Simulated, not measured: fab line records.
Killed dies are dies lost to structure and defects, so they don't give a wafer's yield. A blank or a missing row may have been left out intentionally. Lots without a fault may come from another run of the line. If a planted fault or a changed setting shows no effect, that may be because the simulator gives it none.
Struck lot and sound lot, side by side ; flow n5 finfet ; 16 out of 1938 route steps
Sound: the wafers L194.3, L194.4, L194.6. Struck: wafer L207.6; the same lot's L207.5 was not struck, so it is left out; see the end for the cause.
Order at every step that has rows: each side's tool, ch and its chambers, its first start. Under that, the readings that differ: sound wafers ; struck wafers ; difference of the means ; sigmas: that difference in standard deviations of wafers without a fault.
alike: readings with means less than 2 such deviations apart, plus words and numbers identical on both sides. not compared: withheld readings, readings lacking a value on some wafer, bounds such as >300 that could conceal the same value, and numbers that have no deviation in the record and whose values overlap.
A row with sigmas, a row that says differs or no value, or rows on one side alone: a step with any of these is where the two part. Numbers that have no deviation but don't overlap get no sigmas and don't part them. A reading that every wafer of one side lacks parts them only if that side has two wafers or more.

first, 2 steps without rows for these wafers: N5_BEOL_M1_SPUTTER_90 (material Cu, target thk 4.5 nm, time 8.29 s); N5_BEOL_M1_ANNEAL_91 (time 240 s).
N5_BEOL_M1_SPUTTER_92: material Cu, target thk 4.5 nm, time 8.29 s.
  sound: pvd sputter-03 at day 7 02:01; struck: pvd sputter-03 at day 10 08:31
  alike: throttle valve pct
N5_BEOL_M1_ANNEAL_93: time 240 s.
  sound: pvd sputter-03 at day 7 02:06; struck: pvd sputter-03 at day 10 08:37
  alike: heater power w
N5_BEOL_M1_SPUTTER_94: material Cu, target thk 4.5 nm, time 8.29 s.
  sound: pvd sputter-03 at day 7 02:14; struck: pvd sputter-03 at day 10 08:44
  alike: throttle valve pct
then, 1 step without rows for these wafers: N5_BEOL_M1_ANNEAL_95 (time 240 s).
N5_BEOL_M1_SPUTTER_96: material Cu, target thk 4.5 nm, time 8.29 s.
  sound: pvd sputter-03 at day 7 02:28; struck: pvd sputter-03 at day 10 08:57
  alike: throttle valve pct
then, 1 step without rows for these wafers: N5_BEOL_M1_ECD_50 (material Cu, target thk 300 nm).
N5_BEOL_M1_ANNEAL_51: time 90 s.
  sound on rtp anneal-02 ch 0, day 7 05:05; struck on rtp anneal-02 ch 0, day 10 10:52
  alike: wafer_temp_C_max
then, 1 step without rows for these wafers: N5_BEOL_M1_CMP_52 (polishes, stops on SiOC, t overpolish 6.8 s, target thk 40 nm).
N5_BEOL_M1_THK_MEAS_53: measures by xrf.
  sound: film metro-02 at day 7 05:36; struck: film metro-02 at day 10 11:17
  alike: M1_THK
then, 1 step without rows for these wafers: N5_BEOL_M1_PRE_CLEAN_60 (time 15 s).
N5_BEOL_M1_CO_CAP_55: material Co, precursor CCTBA/H2, target thk 2 nm, time 102.1 s.
  sound on cvd co-02 ch 0,2, day 7 05:41; struck on cvd co-01 ch 2, day 10 11:24
reading;sound;struck;difference;sigmas
heater power w (W);281 277 219;210;-49;-2
run length s (s);125.3 125.0 125.0;172.4;+47.3;+99 or more
model.Co_of_BEOL_M1_CO_CAP_55.thk nm (nm);2 1.8 2;2.8;+0.9;
  not compared: since wet clean h
then, 1 step without rows for these wafers: N5_BEOL_M1_PRE_CLEAN_56 (time 15 s).
N5_BEOL_M4_RC_MEAS_101:
  sound on prober-02 ch 0, day 8 13:30; struck on prober-01 ch 0, day 11 22:26
  alike: DIBL_N, DIBL_P, IOFF_N, IOFF_P, ION_N, ION_P, SS_N, SS_P, VT_N, VT_P
then, 1 step without rows for these wafers: N5_PASSIVATION_PROBE_49.

## WHERE THEY PART
At N5_BEOL_M1_CO_CAP_55 and nowhere else, as far as this record goes. Later steps at which nothing parts them and some readings are alike: N5_BEOL_M4_RC_MEAS_101.

WHY: what the simulator had put in
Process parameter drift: cvd co-01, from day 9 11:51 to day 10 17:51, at N5_BEOL_M1_CO_CAP_55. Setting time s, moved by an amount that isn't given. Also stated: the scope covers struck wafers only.
